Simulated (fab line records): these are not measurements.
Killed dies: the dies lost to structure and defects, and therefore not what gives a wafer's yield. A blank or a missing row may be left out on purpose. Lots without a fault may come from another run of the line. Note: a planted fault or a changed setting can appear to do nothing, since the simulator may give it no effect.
fab line records	flow n5-finfet
record lots=5	wafers=15	last-day=18
route steps=1938 shown BEOL_M4@1099 BEOL_M5@1112 BEOL_M14@1770 PASSIVATION@1936
lots that met no fault: taken from a fault-free run of the same line
start-h: hours from the record's opening day to when the first of the lot's shown wafers began	wait-h: time in hours since the lot's previous step	" the same as in the row above	L1.1+2: one row covering several wafers at once	- either no value or no given start	* or withheld: withheld	< > ~ a bound
route shown NAME@n: a module of which the file shows steps, and the number in the route of the first	usual: mean and standard deviation over wafers with no fault	same: alike in all rows	chamber/n: place in a boat	sites: per-site readings	_std_site: standard deviation across them	_edge_site: outer sites' mean less inner sites'	radius-mm: for every site, how far away it sits from the centre of the wafer	mask NAME#n: copy n	behind: the most recent tool/chamber to have shaped the wafer	hold: reason for holding the lot/hours on hold/outcome of the hold	device: which transistor (n, p or np) failed to switch	end of line: tests run on the same wafers once the route is complete	where a step has no rows: the recipe by itself	killed: not the wafer's yield, but the dies lost to structure and defects at the first sort	map: per-die view of a wafer (x killed, . not killed, _ where there is no die)
set.NAME: the setting as run; set.NAME@STEP: as run at that earlier step	model.NAME: the simulator's own value behind a step, which no gauge read
lots at selected steps of the route; one table per step, one row per wafer
services: a tool's chamber out of use, with start hour (start-h, from the record's first day; less than 0 if before it), hours out, and reason
## steps
# step N5_BEOL_M4_ANNEAL_95
# recipe temp-c=400	time-s=240	ambient=vacuum
# step N5_BEOL_M4_SPUTTER_96
# recipe material=Cu	target-thk-a=45	temp-c=-20	chamber-pressure-pa=0.07	power-w=withheld	time-s=8.29
# step N5_BEOL_M4_ECD_50
# recipe material=Cu	target-thk-a=3000
# step N5_BEOL_M4_ANNEAL_51
# recipe temp-c=225	time-s=90	ambient=N2
# step N5_BEOL_M4_CMP_52
# recipe stop-on=SiOC	t-overpolish-s=6.8	down-force-psi=1	platen-rpm=50	clearing-platen-down-force-psi=1.5	clearing-platen-rpm=50	post-cmp-clean=cu-alkaline	target-thk-nm=40	clearing-platen-pad-velocity-m-s=0.99484	pad-velocity-m-s=0.99484
# step N5_BEOL_M4_PRE_CLEAN_60
# recipe gas=NH3/H2	time-s=15	temp-c=*	rf-power-w=300
# step N5_BEOL_M4_CO_CAP_55
# recipe material=Co	target-thk-a=20	temp-c=200	precursor=CCTBA/H2	pressure-torr=30	time-s=102.1
# step N5_BEOL_M4_PRE_CLEAN_56
# recipe gas=NH3	time-s=15	temp-c=withheld	rf-power-w=300
# step N5_BEOL_M4_DEP_57
# recipe material=SiCN	target-thk-a=80	temp-c=withheld	precursor=3MS/NH3	pressure-torr=3	rf-w=202	time-s=14
# step N5_BEOL_M4_RC_MEAS_101
# usual DIBL_N=37.2/2.5	DIBL_P=38/3	IOFF_N=0.17/0.044	IOFF_P=0.24/0.059	ION_N=667/13	ION_P=461/7.9	SS_N=71.8/0.86	SS_P=73.6/0.92	VT_N=250/4.1	VT_P=-249/3.9
lot.wafer	tool	chamber	start-h	wait-h	DIBL_N[mV/V]	DIBL_P[mV/V]	IOFF_N[nA/um]	IOFF_P[nA/um]	ION_N[uA/um]	ION_P[uA/um]	SS_N[mV/dec]	SS_P[mV/dec]	VT_N[mV]	VT_P[mV]
L442.2	prober-01	0	253.40	0.2	40.6	41	0.22	0.42	684	483	73.4	74.5	244	-238
L442.4	"	0	"	"	40.4	40	0.19	0.34	668	469	73.3	73.7	250	-241
L442.5	"	0	"	"	37.3	37	0.16	0.29	668	476	71.8	73.7	249	-242
L444.2	prober-02	0	269.25	0.2	43.7	45	0.33	0.36	689	465	74.4	75.6	242	-244
L444.3	"	0	"	"	34.9	36	0.13	0.18	669	461	71.2	72.6	253	-254
L444.6	"	0	"	"	40.3	41	0.22	0.26	678	459	73.8	74.3	249	-249
L445.2	prober-01	0	274.08	0.2	38.3	42	0.20	0.33	664	468	72.6	74.3	249	-243
L445.3	"	0	"	"	36.3	39	0.17	0.27	669	461	72.1	73.7	250	-244
L445.5	"	0	"	"	38.5	41	0.21	0.32	682	473	71.9	75.2	247	-243
L446.1	prober-01	0	276.53	0.0	40.0	40	0.20	0.26	672	458	72.8	74.0	251	-247
L446.2	"	0	"	"	35.9	36	0.14	0.22	673	465	70.9	73.0	250	-250
L446.5	"	0	"	"	38.8	39	0.21	0.27	686	462	72.5	73.9	246	-249
L453.1	prober-02	0	314.09	0.0	31.5	33	0.09	0.15	642	449	70.5	72.2	260	-256
L453.4	"	0	"	"	34.6	34	0.13	0.17	657	447	70.6	72.6	256	-253
L453.5	"	0	"	"	35.4	35	0.14	0.18	660	454	71.4	72.5	252	-253
# step N5_BEOL_M5_ILD_DEP_00
# recipe material=SiCOH_lowk	target-thk-a=1406.4	temp-c=300	precursor=DEMS/porogen	pressure-torr=5	rf-w=500	time-s=25.9
# step N5_BEOL_M5_CURE_79
# recipe temp-c=385	time-s=240	ambient=He/Ar	material=SiCOH_lowk
# step N5_BEOL_M5_PECVD_70
# recipe material=SiO2	target-thk-a=160	temp-c=400	precursor=TEOS/O2	pressure-torr=5.5	rf-w=450	teos-flow-sccm=53.8	gas=O2	flow-sccm=3000	time-s=18
# step N5_BEOL_M5_HM_DEP_02
# recipe material=TiN	target-thk-a=200	temp-c=25	chamber-pressure-pa=0.49996
# step N5_BEOL_M5_COAT_59
# recipe resist=SOC	temp-c=250	time-s=60	spin-rpm=1500	resist-thk-nm=60
# step N5_BEOL_M5_COAT_60
# recipe resist=SiARC	temp-c=220	time-s=60	spin-rpm=1500	resist-thk-nm=12
# step N5_BEOL_M5_COAT_71
# recipe resist=underlayer	temp-c=205	time-s=60	spin-rpm=1500	resist-thk-nm=5
# step N5_BEOL_M5_COAT_05
# recipe resist=CAR-EUV	spin-rpm=1500	resist-thk-nm=30
# step N5_BEOL_M5_EBR_07
# recipe solvent=PGMEA	ebr-width-mm=1.5
# step N5_BEOL_M5_SOFTBAKE_06
# recipe temp-c=110	time-s=60	resist=CAR-EUV
# step N5_BEOL_M5_EXPOSE_08
# recipe mask-id=M5	na=0.33	source-shape=annular	sigma-inner=0.4	sigma-outer=0.8	polarization=unpolarized	target-cd-nm=28	dose-mj=35.75
# step N5_BEOL_M5_PEB_09
# recipe peb-temp-c=100	peb-time-s=60	resist=CAR-EUV
# step N5_BEOL_M5_DEVELOP_10
# recipe develop-time-s=30	developer=TMAH	resist=CAR-EUV	rinse-liquid=surfactant-rinse	dry=air-spin	dev-temp-c=23
# step N5_BEOL_M5_DESCUM_16
# recipe chemistry=O2	time-s=7	source-power-w=50	bias-power-w=20	pressure-mtorr=20	rf-frequency-hz=2.712e+07	temp-c=40	resist=CAR-EUV	o2-flow-sccm=225
# step N5_BEOL_M5_ETCH_72
# recipe chemistry=N2/H2	target=underlayer	target-depth-a=65	mask-material=CAR-EUV	time-s=5.2	ion-energy-ev=200	pressure-mtorr=30	source-w=840	bias-w=150	n2-flow-sccm=200	h2-flow-sccm=200	ends=cleared
# step N5_BEOL_M5_ETCH_61
# recipe chemistry=CF4	target=SiARC	target-depth-a=156	mask-material=CAR-EUV	time-s=26	ion-energy-ev=80	pressure-mtorr=40	source-w=545	bias-w=36	Ar_flow_sccm=100	cf4-flow-sccm=100	ends=cleared
# step N5_BEOL_M5_ETCH_62
# recipe chemistry=N2/H2	target=SOC	target-depth-a=750	overetch-a=150	mask-material=SiARC	temp-c=40	time-s=112.5	ion-energy-ev=200	pressure-mtorr=30	source-w=840	bias-w=150	n2-flow-sccm=200	h2-flow-sccm=200
# step N5_BEOL_M5_STRIP_63
# recipe chemistry=N2/H2	temp-c=40	n2-flow-sccm=200	h2-flow-sccm=200	rf-frequency-hz=6e+07
# step N5_BEOL_M5_STRIP_73
# recipe chemistry=N2/H2	temp-c=40	n2-flow-sccm=200	h2-flow-sccm=200	rf-frequency-hz=6e+07
# step N5_BEOL_M5_STRIP_64
# recipe chemistry=CF4	resist=SiARC	power-w=300	bias-power-w=75	pressure-mtorr=50	cf4-flow-sccm=150	rf-frequency-hz=6e+07
# step N5_BEOL_M5_HM_OPEN_17
# recipe chemistry=Cl2/BCl3	target-depth-a=200	overetch-a=60	target=TiN	mask-material=SOC	ion-energy-ev=150	pressure-mtorr=10	icp-w=1000	bias-w=126	Cl2_flow_sccm=53.25	bcl3-flow-sccm=21.75	Ar_flow_sccm=25
# step N5_BEOL_M5_STRIP_19
# recipe chemistry=O2	power-w=400	temp-c=40	pressure-mtorr=30	rf-frequency-hz=6e+07	bias-power-w=0	overash-fraction=0.2	o2-flow-sccm=225
# step N5_BEOL_M5_COAT_65
# recipe resist=SOC	temp-c=250	time-s=60	spin-rpm=1500	resist-thk-nm=60
# step N5_BEOL_M5_COAT_66
# recipe resist=SiARC	temp-c=220	time-s=60	spin-rpm=1500	resist-thk-nm=12
# step N5_BEOL_M14_DEP_53
# recipe material=SiCN	target-thk-a=500	temp-c=withheld	precursor=3MS/NH3	pressure-torr=3	rf-w=675	time-s=17.8
# usual chamber-pressure-Torr=3.000/0.0066	rf-fwd-power-W=666.6/2.5	showerhead-plenum-p-Torr=4.169/0.021	showerhead-vpp-V=1628/74	throttle-valve-pct=17.8/0.69
lot.wafer	tool	chamber	start-h	wait-h	chamber-pressure-Torr	rf-fwd-power-W	showerhead-plenum-p-Torr	showerhead-vpp-V	throttle-valve-pct
L442.2	pecvd-01	2	329.28	0.0	-	-	-	-	-
L442.4	"	2	"	"	-	-	-	-	-
L442.5	"	0	"	"	-	-	-	-	-
L444.2	pecvd-01	1	350.37	0.0	-	-	-	-	-
L444.3	"	2	"	"	-	-	-	-	-
L444.6	"	0	"	"	-	-	-	-	-
L445.2	pecvd-02	0	355.49	0.0	-	-	-	-	-
L445.3	"	2	"	"	-	-	-	-	-
L445.5	"	2	"	"	-	-	-	-	-
L446.1	pecvd-01	0	369.42	0.0	2.994	666.3	4.158	1702	18.1
L446.2	"	1	"	"	3.005	670.2	4.150	1615	17.9
L446.5	"	2	"	"	2.995	661.0	4.193	1591	18.2
L453.1	pecvd-01	0	402.88	0.0	3.002	666.5	4.173	1740	18.0
L453.4	"	0	"	"	2.987	664.0	4.163	1745	18.1
L453.5	"	1	"	"	2.993	666.7	4.156	1600	17.9
# step N5_PASSIVATION_PROBE_49
# usual defect-limited-yield=91.5/1.4	killed_at_M0_to_M3=32/11	killed_at_M4_up=12/4.4	killed-at-contacts=13/6.1	killed-at-front-end=39/12	killed-at-other=3.9/3	killed-dies=100/17	killed-on-rim=13/3.9	killed-open=66/12	killed-short=33/7.4	sort_bin_5_function=5.0/0.95	sort_bin_6_memory=3.2/0.66	sort-n-pass=1079/17	sort-yield-pct=91.4/1.5
# same gross-dies=1180	killed-at-back-side=0	sort_bin_4_leakage[%]=0	sort_bin_8_speed[%]=0
lot.wafer	tool	chamber	start-h	wait-h	defect-limited-yield[%]	killed_at_M0_to_M3	killed_at_M4_up	killed-at-contacts	killed-at-front-end	killed-at-other	killed-dies	killed-on-rim	killed-open	killed-short	sort_bin_5_function[%]	sort_bin_6_memory[%]	sort-n-pass	sort-yield-pct[%]
L442.2	prober-02	-	353.66	0.1	0	33	1083	11	46	7	1180	152	81	29	95.8	3.9	0	0
L442.4	prober-02	-	353.76	0.2	0	27	1109	7	29	8	1180	152	40	35	97.5	2.2	0	0
L442.5	prober-02	-	353.81	0.2	0	36	1073	10	50	11	1180	152	80	35	95.9	3.7	0	0
L444.2	prober-02	-	369.80	0.1	0	24	1105	22	27	2	1180	152	53	31	97.7	1.9	0	0
L444.3	prober-02	-	369.85	0.1	0	25	1103	14	38	0	1180	152	57	31	97.1	2.9	0	0
L444.6	prober-02	-	370.00	0.3	0	17	1105	9	47	2	1180	152	56	34	96.5	2.9	0	0
L445.2	prober-01	-	374.32	0.1	0	35	1071	19	52	3	1180	152	88	35	95.5	4.2	0	0
L445.3	prober-01	-	374.37	0.1	0	39	1084	12	43	2	1180	152	78	32	96.0	3.6	0	0
L445.5	prober-01	-	374.47	0.2	0	39	1083	10	45	3	1180	152	76	36	96.2	3.5	0	0
L446.1	prober-01	-	392.11	0.0	92.0	32	14	19	27	2	94	13	57	37	4.7	3.2	1086	92.0
L446.2	prober-01	-	392.16	0.1	92.3	43	9	16	21	2	91	10	56	34	4.2	3.2	1089	92.3
L446.5	prober-01	-	392.31	0.2	92.3	22	17	13	35	4	91	14	57	33	4.4	3.1	1089	92.3
L453.1	prober-02	-	422.25	0.0	91.6	23	9	10	51	6	99	9	66	32	4.7	3.6	1081	91.6
L453.4	prober-02	-	422.40	0.2	91.4	26	13	10	46	7	102	18	73	28	4.6	3.9	1078	91.4
L453.5	prober-02	-	422.45	0.2	91.6	31	10	7	46	5	99	8	74	24	5.0	3.2	1081	91.6
# killed by level:class
L442.2 BEOL_M14:area-dep=1068 STI_FIN_REVEAL:geometric-particle:open=17 MOL_CONTACT_COAG:geometric-particle:open=10 BEOL_M1:geometric-particle:open=10 BEOL_M0_SAQP:geometric-particle:short=9 BEOL_M0_SAQP:geometric-particle:open=8 FIN_SAQP:geometric-particle:short=7 FIN_SAQP:geometric-particle:open=7
L442.4 BEOL_M14:area-dep=1105 MOL_CONTACT_COAG:geometric-particle:open=6 BEOL_M0_SAQP:geometric-particle:short=6 BEOL_M0_SAQP:geometric-particle:open=6 BEOL_M2:geometric-particle:open=6 FIN_SAQP:geometric-particle:open=5 ILD0:geometric-particle:short=5 STI_FIN_REVEAL:geometric-particle:open=4
L442.5 BEOL_M14:area-dep=1064 STI_FIN_REVEAL:geometric-particle:open=19 BEOL_M3:geometric-particle:open=12 BEOL_M0_SAQP:geometric-particle:open=7 FIN_SAQP:geometric-particle:short=6 MOL_CONTACT_COAG:geometric-particle:open=6 STARTING-WAFER:geometric-particle:open=6 BEOL_M1:geometric-particle:open=5
L444.2 BEOL_M14:area-dep=1096 MOL_CONTACT_COAG:geometric-particle:open=19 BEOL_M3:geometric-particle:open=7 BEOL_M0:geometric-particle:open=6 FIN_SAQP:geometric-particle:short=5 FIN_CUT:geometric-particle:short=4 GATE_CUT:geometric-particle:short=4 BEOL_M3:geometric-particle:short=4
L444.3 BEOL_M14:area-dep=1091 MOL_CONTACT_COAG:geometric-particle:open=11 STI_FIN_REVEAL:geometric-particle:open=9 FIN_SAQP:geometric-particle:short=8 BEOL_M4:geometric-particle:open=6 BEOL_M0_SAQP:geometric-particle:open=5 BEOL_M2:geometric-particle:open=5 BEOL_M0:geometric-particle:open=4
L444.6 BEOL_M14:area-dep=1088 STI_FIN_REVEAL:geometric-particle:open=10 FIN_SAQP:geometric-particle:open=8 MOL_CONTACT_COAG:geometric-particle:open=8 BEOL_M4:geometric-particle:open=7 FIN_SAQP:geometric-particle:short=6 STI_FIN_REVEAL:geometric-particle:short=6 BEOL_M1:geometric-particle:open=4
L445.2 BEOL_M14:area-dep=1057 MOL_CONTACT_COAG:geometric-particle:open=16 FIN_SAQP:geometric-particle:short=12 STI_FIN_REVEAL:geometric-particle:open=11 BEOL_M0_SAQP:geometric-particle:open=8 BEOL_M2:geometric-particle:open=8 FIN_SAQP:geometric-particle:open=7 BEOL_M4:geometric-particle:open=6
L445.3 BEOL_M14:area-dep=1068 STI_FIN_REVEAL:geometric-particle:open=11 MOL_CONTACT_COAG:geometric-particle:open=9 BEOL_M0_SAQP:geometric-particle:open=8 GATE_CUT:geometric-particle:short=7 BEOL_M0:geometric-particle:open=7 BEOL_M1:geometric-particle:open=7 FIN_SAQP:geometric-particle:open=6
L445.5 BEOL_M14:area-dep=1067 STI_FIN_REVEAL:geometric-particle:open=24 BEOL_M1:geometric-particle:open=11 BEOL_M0:geometric-particle:short=6 BEOL_M0_SAQP:geometric-particle:short=5 DUMMY_GATE:geometric-particle:open=5 MOL_CONTACT_COAG:geometric-particle:open=5 MOL_CONTACT_COAG:geometric-particle:short=5
L446.1 MOL_CONTACT_COAG:geometric-particle:open=14 BEOL_M0_SAQP:geometric-particle:short=8 GATE_CUT:geometric-particle:short=6 BEOL_M2:geometric-particle:open=6 BEOL_M4:geometric-particle:open=6 MOL_CONTACT_COAG:geometric-particle:short=5 STI_FIN_REVEAL:geometric-particle:open=4 GATE_CUT:geometric-particle:open=4
L446.2 MOL_CONTACT_COAG:geometric-particle:open=12 BEOL_M1:geometric-particle:open=11 BEOL_M0_SAQP:geometric-particle:short=8 BEOL_M0_SAQP:geometric-particle:open=8 GATE_CUT:geometric-particle:open=6 BEOL_M5:geometric-particle:open=5 BEOL_M3:geometric-particle:open=5 DUMMY_GATE:geometric-particle:open=4
L446.5 MOL_CONTACT_COAG:geometric-particle:open=10 BEOL_M4:geometric-particle:open=10 GATE_CUT:geometric-particle:short=8 FIN_SAQP:geometric-particle:short=6 BEOL_M3:geometric-particle:open=6 BEOL_M0_SAQP:geometric-particle:short=6 STI_FIN_REVEAL:geometric-particle:open=5 GATE_CUT:geometric-particle:open=5
L453.1 GATE_CUT:geometric-particle:open=12 FIN_SAQP:geometric-particle:short=9 GATE_CUT:geometric-particle:short=8 FIN_SAQP:geometric-particle:open=6 DUMMY_GATE:geometric-particle:open=6 MOL_CONTACT_COAG:geometric-particle:open=6 BEOL_M2:geometric-particle:open=6 BEOL_M1:geometric-particle:open=5
L453.4 MOL_CONTACT_COAG:geometric-particle:open=10 DUMMY_GATE:geometric-particle:open=9 BEOL_M1:geometric-particle:open=9 STI_FIN_REVEAL:geometric-particle:open=8 GATE_CUT:geometric-particle:open=6 GATE_CUT:geometric-particle:short=6 BEOL_M2:geometric-particle:open=5 BEOL_M6:geometric-particle:open=5
L453.5 FIN_SAQP:geometric-particle:open=10 MOL_CONTACT_COAG:geometric-particle:open=7 BEOL_M3:geometric-particle:open=7 BEOL_M1:geometric-particle:open=7 DUMMY_GATE:geometric-particle:open=6 GATE_CUT:geometric-particle:open=6 BEOL_M0_SAQP:geometric-particle:short=6 GATE_CUT:geometric-particle:short=5
# map L442.2 (x killed, . not)
_________________xxxxxxxxxxxx________________
______________xxxxxxxxxxxxxxxxxx_____________
___________xxxxxxxxxxxxxxxxxxxxxxxx__________
__________xxxxxxxxxxxxxxxxxxxxxxxxxx_________
________xxxxxxxxxxxxxxxxxxxxxxxxxxxxxx_______
_______xxxxxxxxxxxxxxxxxxxxxxxxxxxxxxxx______
______xxxxxxxxxxxxxxxxxxxxxxxxxxxxxxxxxx_____
_____xxxxxxxxxxxxxxxxxxxxxxxxxxxxxxxxxxxx____
____xxxxxxxxxxxxxxxxxxxxxxxxxxxxxxxxxxxxxx___
___xxxxxxxxxxxxxxxxxxxxxxxxxxxxxxxxxxxxxxxx__
___xxxxxxxxxxxxxxxxxxxxxxxxxxxxxxxxxxxxxxxx__
__xxxxxxxxxxxxxxxxxxxxxxxxxxxxxxxxxxxxxxxxxx_
__xxxxxxxxxxxxxxxxxxxxxxxxxxxxxxxxxxxxxxxxxx_
_xxxxxxxxxxxxxxxxxxxxxxxxxxxxxxxxxxxxxxxxxxxx
_xxxxxxxxxxxxxxxxxxxxxxxxxxxxxxxxxxxxxxxxxxxx
_xxxxxxxxxxxxxxxxxxxxxxxxxxxxxxxxxxxxxxxxxxxx
_xxxxxxxxxxxxxxxxxxxxxxxxxxxxxxxxxxxxxxxxxxxx
_xxxxxxxxxxxxxxxxxxxxxxxxxxxxxxxxxxxxxxxxxxxx
_xxxxxxxxxxxxxxxxxxxxxxxxxxxxxxxxxxxxxxxxxxxx
_xxxxxxxxxxxxxxxxxxxxxxxxxxxxxxxxxxxxxxxxxxxx
_xxxxxxxxxxxxxxxxxxxxxxxxxxxxxxxxxxxxxxxxxxxx
__xxxxxxxxxxxxxxxxxxxxxxxxxxxxxxxxxxxxxxxxxx_
__xxxxxxxxxxxxxxxxxxxxxxxxxxxxxxxxxxxxxxxxxx_
___xxxxxxxxxxxxxxxxxxxxxxxxxxxxxxxxxxxxxxxx__
___xxxxxxxxxxxxxxxxxxxxxxxxxxxxxxxxxxxxxxxx__
____xxxxxxxxxxxxxxxxxxxxxxxxxxxxxxxxxxxxxx___
_____xxxxxxxxxxxxxxxxxxxxxxxxxxxxxxxxxxxx____
______xxxxxxxxxxxxxxxxxxxxxxxxxxxxxxxxxx_____
_______xxxxxxxxxxxxxxxxxxxxxxxxxxxxxxxx______
________xxxxxxxxxxxxxxxxxxxxxxxxxxxxxx_______
__________xxxxxxxxxxxxxxxxxxxxxxxxxx_________
___________xxxxxxxxxxxxxxxxxxxxxxxx__________
______________xxxxxxxxxxxxxxxxxx_____________
_________________xxxxxxxxxxxx________________
# map L444.2 (x killed, . not)
_________________xxxxxxxxxxxx________________
______________xxxxxxxxxxxxxxxxxx_____________
___________xxxxxxxxxxxxxxxxxxxxxxxx__________
__________xxxxxxxxxxxxxxxxxxxxxxxxxx_________
________xxxxxxxxxxxxxxxxxxxxxxxxxxxxxx_______
_______xxxxxxxxxxxxxxxxxxxxxxxxxxxxxxxx______
______xxxxxxxxxxxxxxxxxxxxxxxxxxxxxxxxxx_____
_____xxxxxxxxxxxxxxxxxxxxxxxxxxxxxxxxxxxx____
____xxxxxxxxxxxxxxxxxxxxxxxxxxxxxxxxxxxxxx___
___xxxxxxxxxxxxxxxxxxxxxxxxxxxxxxxxxxxxxxxx__
___xxxxxxxxxxxxxxxxxxxxxxxxxxxxxxxxxxxxxxxx__
__xxxxxxxxxxxxxxxxxxxxxxxxxxxxxxxxxxxxxxxxxx_
__xxxxxxxxxxxxxxxxxxxxxxxxxxxxxxxxxxxxxxxxxx_
_xxxxxxxxxxxxxxxxxxxxxxxxxxxxxxxxxxxxxxxxxxxx
_xxxxxxxxxxxxxxxxxxxxxxxxxxxxxxxxxxxxxxxxxxxx
_xxxxxxxxxxxxxxxxxxxxxxxxxxxxxxxxxxxxxxxxxxxx
_xxxxxxxxxxxxxxxxxxxxxxxxxxxxxxxxxxxxxxxxxxxx
_xxxxxxxxxxxxxxxxxxxxxxxxxxxxxxxxxxxxxxxxxxxx
_xxxxxxxxxxxxxxxxxxxxxxxxxxxxxxxxxxxxxxxxxxxx
_xxxxxxxxxxxxxxxxxxxxxxxxxxxxxxxxxxxxxxxxxxxx
_xxxxxxxxxxxxxxxxxxxxxxxxxxxxxxxxxxxxxxxxxxxx
__xxxxxxxxxxxxxxxxxxxxxxxxxxxxxxxxxxxxxxxxxx_
__xxxxxxxxxxxxxxxxxxxxxxxxxxxxxxxxxxxxxxxxxx_
___xxxxxxxxxxxxxxxxxxxxxxxxxxxxxxxxxxxxxxxx__
___xxxxxxxxxxxxxxxxxxxxxxxxxxxxxxxxxxxxxxxx__
____xxxxxxxxxxxxxxxxxxxxxxxxxxxxxxxxxxxxxx___
_____xxxxxxxxxxxxxxxxxxxxxxxxxxxxxxxxxxxx____
______xxxxxxxxxxxxxxxxxxxxxxxxxxxxxxxxxx_____
_______xxxxxxxxxxxxxxxxxxxxxxxxxxxxxxxx______
________xxxxxxxxxxxxxxxxxxxxxxxxxxxxxx_______
__________xxxxxxxxxxxxxxxxxxxxxxxxxx_________
___________xxxxxxxxxxxxxxxxxxxxxxxx__________
______________xxxxxxxxxxxxxxxxxx_____________
_________________xxxxxxxxxxxx________________
## services
tool	chamber	start-h	hours	kind
pecvd-02	-	332.83	0.4	repair
pecvd-01	-	333.72	1.4	repair
pecvd-01	1	358.43	5.5	scheduled-down
pecvd-02	1	381.66	5.5	scheduled-down
pecvd-01	2	383.68	6.4	repair
pecvd-02	-	387.42	0.9	repair
pecvd-02	2	393.78	5.5	scheduled-down
## key
first-sign step=N5_BEOL_M14_DEP_53	reading=tool-record	direction=missing
effect step=N5_PASSIVATION_PROBE_49	reading=killed_at_M4_up	direction=up	sigmas=99+	usual=12	struck=1091
more-kills-born-at N5_BEOL_M14_DEP_53@pecvd-01=6512	N5_BEOL_M14_DEP_53@pecvd-02=3192
met-at N5_BEOL_M14_DEP_53
struck-wafers L442.2,L442.4,L442.5,L444.2,L444.3,L444.6,L445.2,L445.3,L445.5
later-rows-left-out L442.2,L442.4,L442.5,L444.2,L444.3,L444.6,L445.2,L445.3,L445.5
fault kind=skipped-step-whole	tool=pecvd-01,pecvd-02	chamber=-	onset-h=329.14	steps=N5_BEOL_M14_DEP_53	scope=struck-lots-only
# later-rows-left-out: the simulator's readings of these wafers behind a module that went badly wrong aren't trusted and aren't shown, but for the sort
